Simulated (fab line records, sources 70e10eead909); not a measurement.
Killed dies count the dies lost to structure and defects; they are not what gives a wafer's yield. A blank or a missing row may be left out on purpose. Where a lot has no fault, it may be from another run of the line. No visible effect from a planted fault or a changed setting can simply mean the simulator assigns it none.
Which tool did it? || flow nand_harc || 11 lots, 33 wafers sampled, at 4 steps of a route of 1159

== WHAT EACH GAUGE READ, for each wafer ==
No reading from a measuring or inspecting step in the record can be judged against a usual standard deviation.

== TOOL THAT RAN EACH LOT (tool first, then ch and the chambers of the sampled wafers, then the start) ==
{"lot": "L497", "NHARC_P_ZERO_WELL_DESCUM_54": "rie_diel-05 ch 0,1,2, day 1 18:03", "NHARC_P_GATE_DEVELOP_25": "litho_track-04 ch 0, day 4 16:00", "NHARC_P_GATE_DESCUM_31": "rie_diel-07 ch 0,2, day 4 16:38", "NHARC_P_GATE_DESCUM_48": "rie_diel-07 ch 0,2,3, day 5 04:55"}
{"lot": "L498", "NHARC_P_ZERO_WELL_DESCUM_54": "rie_diel-09 ch 0,1,3, day 1 23:35", "NHARC_P_GATE_DEVELOP_25": "litho_track-06 ch 0, day 4 17:00", "NHARC_P_GATE_DESCUM_31": "rie_diel-13 ch 1,3, day 4 17:24", "NHARC_P_GATE_DESCUM_48": "rie_diel-07 ch 0,1, day 5 06:04"}
{"lot": "L502", "NHARC_P_ZERO_WELL_DESCUM_54": "rie_diel-05 ch 0,3, day 2 23:56", "NHARC_P_GATE_DEVELOP_25": "litho_track-04 ch 0, day 6 02:00", "NHARC_P_GATE_DESCUM_31": "rie_diel-13 ch 1,2, day 6 02:38", "NHARC_P_GATE_DESCUM_48": "rie_diel-07 ch 0,1,2, day 6 16:35"}
{"lot": "L503", "NHARC_P_ZERO_WELL_DESCUM_54": "rie_diel-09 ch 0,1,3, day 3 05:48", "NHARC_P_GATE_DEVELOP_25": "litho_track-04 ch 0, day 6 01:00", "NHARC_P_GATE_DESCUM_31": "rie_diel-13 ch 1,2,3, day 6 02:08", "NHARC_P_GATE_DESCUM_48": "rie_diel-07 ch 0,2, day 6 14:14"}
{"lot": "L504", "NHARC_P_ZERO_WELL_DESCUM_54": "rie_diel-09 ch 1,2, day 3 12:01", "NHARC_P_GATE_DEVELOP_25": "litho_track-01 ch 0, day 6 12:00", "NHARC_P_GATE_DESCUM_31": "rie_diel-01 ch 0,1, day 6 13:08", "NHARC_P_GATE_DESCUM_48": "rie_diel-07 ch 2,3, day 7 01:09"}
{"lot": "L509", "NHARC_P_ZERO_WELL_DESCUM_54": "rie_diel-05 ch 1,2,3, day 4 18:04", "NHARC_P_GATE_DEVELOP_25": "litho_track-01 ch 0, day 8 03:00", "NHARC_P_GATE_DESCUM_31": "rie_diel-07 ch 0,1,2, day 8 04:04", "NHARC_P_GATE_DESCUM_48": "rie_diel-07 ch 0,2,3, day 8 16:02"}
{"lot": "L512", "NHARC_P_ZERO_WELL_DESCUM_54": "rie_diel-05 ch 0,2,3, day 5 11:48", "NHARC_P_GATE_DEVELOP_25": "litho_track-04 ch 0, day 8 06:00", "NHARC_P_GATE_DESCUM_31": "rie_diel-07 ch 1,2, day 8 06:53", "NHARC_P_GATE_DESCUM_48": "rie_diel-13 ch 1,2,3, day 8 22:07"}
{"lot": "L513", "NHARC_P_ZERO_WELL_DESCUM_54": "rie_diel-09 ch 2,3, day 5 17:56", "NHARC_P_GATE_DEVELOP_25": "litho_track-04 ch 0, day 8 20:00", "NHARC_P_GATE_DESCUM_31": "rie_diel-01 ch 0,1, day 8 20:33", "NHARC_P_GATE_DESCUM_48": "rie_diel-13 ch 2,3, day 9 08:43"}
{"lot": "L517", "NHARC_P_ZERO_WELL_DESCUM_54": "rie_diel-09 ch 1,2, day 6 17:55", "NHARC_P_GATE_DEVELOP_25": "litho_track-06 ch 0, day 10 02:00", "NHARC_P_GATE_DESCUM_31": "rie_diel-07 ch 0,1,2, day 10 02:44", "NHARC_P_GATE_DESCUM_48": "rie_diel-01 ch 0,2,3, day 10 17:25"}
{"lot": "L518", "NHARC_P_ZERO_WELL_DESCUM_54": "rie_diel-09 ch 0,1,3, day 6 23:42", "NHARC_P_GATE_DEVELOP_25": "litho_track-01 ch 0, day 10 02:00", "NHARC_P_GATE_DESCUM_31": "rie_diel-07 ch 1,2,3, day 10 02:50", "NHARC_P_GATE_DESCUM_48": "rie_diel-13 ch 0,1,3, day 10 17:35"}
{"lot": "L520", "NHARC_P_ZERO_WELL_DESCUM_54": "rie_diel-09 ch 2,3, day 7 11:55", "NHARC_P_GATE_DEVELOP_25": "litho_track-06 ch 0, day 10 19:00", "NHARC_P_GATE_DESCUM_31": "rie_diel-13 ch 0,1,3, day 10 19:41", "NHARC_P_GATE_DESCUM_48": "rie_diel-13 ch 2,3, day 11 07:47"}
- NHARC_P_ZERO_WELL_DESCUM_54: chemistry O2, time 3 s.
- NHARC_P_GATE_DEVELOP_25: develop time 35 s.
- NHARC_P_GATE_DESCUM_31: chemistry O2, time 3 s.
- NHARC_P_GATE_DESCUM_48: chemistry O2, time 3 s.

== WHAT THE TOOLS THEMSELVES READ (means of the sampled wafers that have a number; where no wafer has one, the mark that the record gives instead) ==
NHARC_P_ZERO_WELL_DESCUM_54.
{"lot": "L497", "tool": "rie_diel-05", "drypump_motor_current_A (A)": 5.7, "o2_flow_sccm (sccm)": 199.6, "oes_product_au (a.u.)": 1.003, "rf_vpp_V (V)": 57.8, "showerhead_plenum_p_Torr (Torr)": 1.91, "throttle_valve_pct (%)": 11.316}
{"lot": "L498", "tool": "rie_diel-09", "drypump_motor_current_A (A)": 6.0, "o2_flow_sccm (sccm)": 199.9, "oes_product_au (a.u.)": 1.002, "rf_vpp_V (V)": 58.7, "showerhead_plenum_p_Torr (Torr)": 1.98, "throttle_valve_pct (%)": 11.315}
{"lot": "L502", "tool": "rie_diel-05", "drypump_motor_current_A (A)": 5.7, "o2_flow_sccm (sccm)": 200.2, "oes_product_au (a.u.)": 0.993, "rf_vpp_V (V)": 58.5, "showerhead_plenum_p_Torr (Torr)": 2.03, "throttle_valve_pct (%)": 11.306}
{"lot": "L503", "tool": "rie_diel-09", "drypump_motor_current_A (A)": 6.0, "o2_flow_sccm (sccm)": 200.0, "oes_product_au (a.u.)": 1.004, "rf_vpp_V (V)": 58.8, "showerhead_plenum_p_Torr (Torr)": 1.98, "throttle_valve_pct (%)": 11.308}
{"lot": "L504", "tool": "rie_diel-09", "drypump_motor_current_A (A)": 6.0, "o2_flow_sccm (sccm)": 200.0, "oes_product_au (a.u.)": 1.006, "rf_vpp_V (V)": 57.7, "showerhead_plenum_p_Torr (Torr)": 1.94, "throttle_valve_pct (%)": 11.311}
{"lot": "L509", "tool": "rie_diel-05", "drypump_motor_current_A (A)": 5.9, "o2_flow_sccm (sccm)": 199.7, "oes_product_au (a.u.)": 0.999, "rf_vpp_V (V)": 58.1, "showerhead_plenum_p_Torr (Torr)": 1.87, "throttle_valve_pct (%)": 11.309}
{"lot": "L512", "tool": "rie_diel-05", "drypump_motor_current_A (A)": 5.7, "o2_flow_sccm (sccm)": 200.4, "oes_product_au (a.u.)": 0.991, "rf_vpp_V (V)": 58.2, "showerhead_plenum_p_Torr (Torr)": 1.95, "throttle_valve_pct (%)": 11.311}
{"lot": "L513", "tool": "rie_diel-09", "drypump_motor_current_A (A)": 5.6, "o2_flow_sccm (sccm)": 200.2, "oes_product_au (a.u.)": 1.010, "rf_vpp_V (V)": 58.0, "showerhead_plenum_p_Torr (Torr)": 1.92, "throttle_valve_pct (%)": 11.304}
{"lot": "L517", "tool": "rie_diel-09", "drypump_motor_current_A (A)": 6.1, "o2_flow_sccm (sccm)": 199.9, "oes_product_au (a.u.)": 1.001, "rf_vpp_V (V)": 58.0, "showerhead_plenum_p_Torr (Torr)": 1.99, "throttle_valve_pct (%)": 11.314}
{"lot": "L518", "tool": "rie_diel-09", "drypump_motor_current_A (A)": 6.0, "o2_flow_sccm (sccm)": 199.8, "oes_product_au (a.u.)": 1.004, "rf_vpp_V (V)": 58.1, "showerhead_plenum_p_Torr (Torr)": 1.98, "throttle_valve_pct (%)": 11.314}
{"lot": "L520", "tool": "rie_diel-09", "drypump_motor_current_A (A)": 5.8, "o2_flow_sccm (sccm)": 200.3, "oes_product_au (a.u.)": 1.011, "rf_vpp_V (V)": 58.4, "showerhead_plenum_p_Torr (Torr)": 1.90, "throttle_valve_pct (%)": 11.315}

NHARC_P_GATE_DEVELOP_25.
{"lot": "L497", "tool": "litho_track-04", "developer_temp_C (C)": 23.04}
{"lot": "L498", "tool": "litho_track-06", "developer_temp_C (C)": 23.02}
{"lot": "L502", "tool": "litho_track-04", "developer_temp_C (C)": 22.98}
{"lot": "L503", "tool": "litho_track-04", "developer_temp_C (C)": 22.96}
{"lot": "L504", "tool": "litho_track-01", "developer_temp_C (C)": 22.89}
{"lot": "L509", "tool": "litho_track-01", "developer_temp_C (C)": 23.05}
{"lot": "L512", "tool": "litho_track-04", "developer_temp_C (C)": 20.55}
{"lot": "L513", "tool": "litho_track-04", "developer_temp_C (C)": 20.67}
{"lot": "L517", "tool": "litho_track-06", "developer_temp_C (C)": 22.92}
{"lot": "L518", "tool": "litho_track-01", "developer_temp_C (C)": 22.96}
{"lot": "L520", "tool": "litho_track-06", "developer_temp_C (C)": 22.97}

NHARC_P_GATE_DESCUM_31.
{"lot": "L497", "tool": "rie_diel-07", "drypump_motor_current_A (A)": 5.3, "o2_flow_sccm (sccm)": 199.4, "oes_product_au (a.u.)": 1.001, "rf_vpp_V (V)": 57.2, "showerhead_plenum_p_Torr (Torr)": 1.87, "throttle_valve_pct (%)": 11.308}
{"lot": "L498", "tool": "rie_diel-13", "drypump_motor_current_A (A)": 5.7, "o2_flow_sccm (sccm)": 200.5, "oes_product_au (a.u.)": 0.998, "rf_vpp_V (V)": 57.2, "showerhead_plenum_p_Torr (Torr)": 1.88, "throttle_valve_pct (%)": 11.309}
{"lot": "L502", "tool": "rie_diel-13", "drypump_motor_current_A (A)": 6.1, "o2_flow_sccm (sccm)": 200.6, "oes_product_au (a.u.)": 1.007, "rf_vpp_V (V)": 57.8, "showerhead_plenum_p_Torr (Torr)": 1.81, "throttle_valve_pct (%)": 11.309}
{"lot": "L503", "tool": "rie_diel-13", "drypump_motor_current_A (A)": 5.8, "o2_flow_sccm (sccm)": 199.7, "oes_product_au (a.u.)": 0.993, "rf_vpp_V (V)": 57.7, "showerhead_plenum_p_Torr (Torr)": 1.84, "throttle_valve_pct (%)": 11.306}
{"lot": "L504", "tool": "rie_diel-01", "drypump_motor_current_A (A)": 5.7, "o2_flow_sccm (sccm)": 199.9, "oes_product_au (a.u.)": 0.994, "rf_vpp_V (V)": 58.1, "showerhead_plenum_p_Torr (Torr)": 1.84, "throttle_valve_pct (%)": 11.310}
{"lot": "L509", "tool": "rie_diel-07", "drypump_motor_current_A (A)": 5.4, "o2_flow_sccm (sccm)": 200.7, "oes_product_au (a.u.)": 1.007, "rf_vpp_V (V)": 58.4, "showerhead_plenum_p_Torr (Torr)": 1.93, "throttle_valve_pct (%)": 11.314}
{"lot": "L512", "tool": "rie_diel-07", "drypump_motor_current_A (A)": 5.6, "o2_flow_sccm (sccm)": 199.6, "oes_product_au (a.u.)": 1.000, "rf_vpp_V (V)": 57.9, "showerhead_plenum_p_Torr (Torr)": 1.90, "throttle_valve_pct (%)": 11.313}
{"lot": "L513", "tool": "rie_diel-01", "drypump_motor_current_A (A)": 5.5, "o2_flow_sccm (sccm)": 200.3, "oes_product_au (a.u.)": 1.003, "rf_vpp_V (V)": 57.7, "showerhead_plenum_p_Torr (Torr)": 1.83, "throttle_valve_pct (%)": 11.316}
{"lot": "L517", "tool": "rie_diel-07", "drypump_motor_current_A (A)": 5.4, "o2_flow_sccm (sccm)": 199.7, "oes_product_au (a.u.)": 0.998, "rf_vpp_V (V)": 58.0, "showerhead_plenum_p_Torr (Torr)": 1.93, "throttle_valve_pct (%)": 11.309}
{"lot": "L518", "tool": "rie_diel-07", "drypump_motor_current_A (A)": 5.8, "o2_flow_sccm (sccm)": 200.2, "oes_product_au (a.u.)": 0.999, "rf_vpp_V (V)": 57.6, "showerhead_plenum_p_Torr (Torr)": 1.84, "throttle_valve_pct (%)": 11.312}
{"lot": "L520", "tool": "rie_diel-13", "drypump_motor_current_A (A)": 5.7, "o2_flow_sccm (sccm)": 200.1, "oes_product_au (a.u.)": 0.994, "rf_vpp_V (V)": 57.9, "showerhead_plenum_p_Torr (Torr)": 1.87, "throttle_valve_pct (%)": 11.318}

NHARC_P_GATE_DESCUM_48.
{"lot": "L497", "tool": "rie_diel-07", "drypump_motor_current_A (A)": 5.5, "o2_flow_sccm (sccm)": 199.8, "oes_product_au (a.u.)": 0.990, "rf_vpp_V (V)": 57.6, "showerhead_plenum_p_Torr (Torr)": 1.87, "throttle_valve_pct (%)": 11.317}
{"lot": "L498", "tool": "rie_diel-07", "drypump_motor_current_A (A)": 5.5, "o2_flow_sccm (sccm)": 200.3, "oes_product_au (a.u.)": 0.999, "rf_vpp_V (V)": 58.4, "showerhead_plenum_p_Torr (Torr)": 1.99, "throttle_valve_pct (%)": 11.318}
{"lot": "L502", "tool": "rie_diel-07", "drypump_motor_current_A (A)": 5.4, "o2_flow_sccm (sccm)": 200.1, "oes_product_au (a.u.)": 0.994, "rf_vpp_V (V)": 57.8, "showerhead_plenum_p_Torr (Torr)": 1.93, "throttle_valve_pct (%)": 11.314}
{"lot": "L503", "tool": "rie_diel-07", "drypump_motor_current_A (A)": 5.2, "o2_flow_sccm (sccm)": 199.8, "oes_product_au (a.u.)": 0.994, "rf_vpp_V (V)": 57.8, "showerhead_plenum_p_Torr (Torr)": 1.95, "throttle_valve_pct (%)": 11.310}
{"lot": "L504", "tool": "rie_diel-07", "drypump_motor_current_A (A)": 5.9, "o2_flow_sccm (sccm)": 200.0, "oes_product_au (a.u.)": 0.997, "rf_vpp_V (V)": 57.1, "showerhead_plenum_p_Torr (Torr)": 1.78, "throttle_valve_pct (%)": 11.312}
{"lot": "L509", "tool": "rie_diel-07", "drypump_motor_current_A (A)": 5.5, "o2_flow_sccm (sccm)": 199.9, "oes_product_au (a.u.)": 0.993, "rf_vpp_V (V)": 56.7, "showerhead_plenum_p_Torr (Torr)": 1.86, "throttle_valve_pct (%)": 11.306}
{"lot": "L512", "tool": "rie_diel-13", "drypump_motor_current_A (A)": 5.8, "o2_flow_sccm (sccm)": 200.2, "oes_product_au (a.u.)": 0.993, "rf_vpp_V (V)": 57.2, "showerhead_plenum_p_Torr (Torr)": 1.83, "throttle_valve_pct (%)": 11.312}
{"lot": "L513", "tool": "rie_diel-13", "drypump_motor_current_A (A)": 5.5, "o2_flow_sccm (sccm)": 199.8, "oes_product_au (a.u.)": 0.992, "rf_vpp_V (V)": 58.0, "showerhead_plenum_p_Torr (Torr)": 1.84, "throttle_valve_pct (%)": 11.314}
{"lot": "L517", "tool": "rie_diel-01", "drypump_motor_current_A (A)": 5.7, "o2_flow_sccm (sccm)": 200.4, "oes_product_au (a.u.)": 1.007, "rf_vpp_V (V)": 58.3, "showerhead_plenum_p_Torr (Torr)": 1.91, "throttle_valve_pct (%)": 11.310}
{"lot": "L518", "tool": "rie_diel-13", "drypump_motor_current_A (A)": 5.7, "o2_flow_sccm (sccm)": 199.8, "oes_product_au (a.u.)": 1.003, "rf_vpp_V (V)": 57.4, "showerhead_plenum_p_Torr (Torr)": 1.87, "throttle_valve_pct (%)": 11.314}
{"lot": "L520", "tool": "rie_diel-13", "drypump_motor_current_A (A)": 5.5, "o2_flow_sccm (sccm)": 200.2, "oes_product_au (a.u.)": 0.997, "rf_vpp_V (V)": 57.3, "showerhead_plenum_p_Torr (Torr)": 1.84, "throttle_valve_pct (%)": 11.308}

== THE ANSWER, worked out from the rows above alone ==
Rule: the lots themselves supply what counts as usual. Put in order of their means at a reading, lots are off if they are a third of the lots or fewer, leave a main group of 4 or more, and stand apart from it by a gap of 3 or more times the standard deviation of the main group's means; of several such gaps the widest counts. The tables above print the reading to a certain number of digits; a main group whose means all agree to those digits is not used. Also off: a lot with no number at a reading for which 4 or more lots have one. Where the step has rows for the other lots, those lots are counted as sound. After the gauges, taken in route order, come the tools' own readings; for these a lot's mean is taken, as printed above. The first step at which some lot is off is used, and at that step the reading that is off furthest; a lot without a number counts as furthest.
Off: L512, L513 (NHARC_P_GATE_DEVELOP_25, developer_temp_C). Mean 22.98 C and standard deviation 0.05 in the main group.
A tool fits if, at that step or a process step before it, it ran every lot that is off, and no sound lot after the first of them. One candidate fits, namely litho_track-04 at NHARC_P_GATE_DEVELOP_25. Its last sound lot is L502 (day 6 02:00), its first lot that is off L512 (day 8 06:00): a fault that began between those two fits.
On the lots that are off, the tool's own readings at NHARC_P_GATE_DEVELOP_25 differ by more than 5 times the standard deviation of the sound lots' means, which bears it out; developer_temp_C reads 20.61 C there versus 22.98 C on the sound lots.

== WHAT THE SIMULATOR HAD INSERTED ==
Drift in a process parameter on litho_track-04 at NHARC_P_GATE_DEVELOP_25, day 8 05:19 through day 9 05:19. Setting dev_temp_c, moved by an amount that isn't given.
Lots struck among those shown: L512, L513. Same finding as the rule above.
